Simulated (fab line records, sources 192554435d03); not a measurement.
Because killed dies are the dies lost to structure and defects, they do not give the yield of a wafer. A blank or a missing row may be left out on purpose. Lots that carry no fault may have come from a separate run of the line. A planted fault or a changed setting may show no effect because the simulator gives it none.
Which tool was responsible? :: flow n5Finfet :: 12 lots (36 wafers sampled), 1 step of a 1938-step route

WHAT THE GAUGES READ, wafer by wafer
N5_BEOL_M2_CD_MEAS_11: target cd 16.79 nm.
lot: L075
measured: day 6 17:13
on: cdSem-03
cdNm (nm): 16.84 17.05 16.96

lot: L077
measured: day 7 11:45
on: cdSem-02
cdNm (nm): 17.29 16.26 17.65

lot: L079
measured: day 7 17:26
on: cdSem-03
cdNm (nm): 16.89 16.79 16.93

lot: L080
measured: day 8 13:02
on: cdSem-02
cdNm (nm): 16.89 16.92 16.89

lot: L082
measured: day 8 21:52
on: cdSem-02
cdNm (nm): 17.11 16.70 17.13

lot: L085
measured: day 9 06:07
on: cdSem-03
cdNm (nm): 16.57 17.30 16.91

lot: L086
measured: day 9 23:23
on: cdSem-03
cdNm (nm): 17.31 17.05 17.40

lot: L089
measured: day 10 07:36
on: cdSem-02
cdNm (nm): 16.78 16.27 16.75

lot: L092
measured: day 10 20:08
on: cdSem-03
cdNm (nm): 16.66 16.89 17.09

lot: L093
measured: day 11 07:43
on: cdSem-03
cdNm (nm): 16.82 16.83 17.11

lot: L094
measured: day 11 11:44
on: cdSem-02
cdNm (nm): 16.69 16.63 16.73

lot: L097
measured: day 12 10:38
on: cdSem-01
cdNm (nm): 17.34 17.43 17.12

TOOL THAT RAN EACH LOT (tool first, then ch and the chambers of the sampled wafers, then the start)
Before these readings, the record contains no process step.

THE ANSWER, worked out from the rows above alone
Rule: the usual values come from the lots themselves. Put in order of their means at a reading, lots are off if they are a third of the lots or fewer, leave a main group of 4 or more, and stand apart from it by a gap of 3 or more times the standard deviation of the main group's means; of several such gaps the widest counts. A main group whose means are all the same, to the digits that the tables above print for the reading, isn't used. Also off: a lot with no number at a reading for which 4 or more lots have one. The other lots that the step has rows for count as sound.
Across all readings shown, no lot is off: no conclusion can be drawn from this.

WHAT THE SIMULATOR HAD PUT IN
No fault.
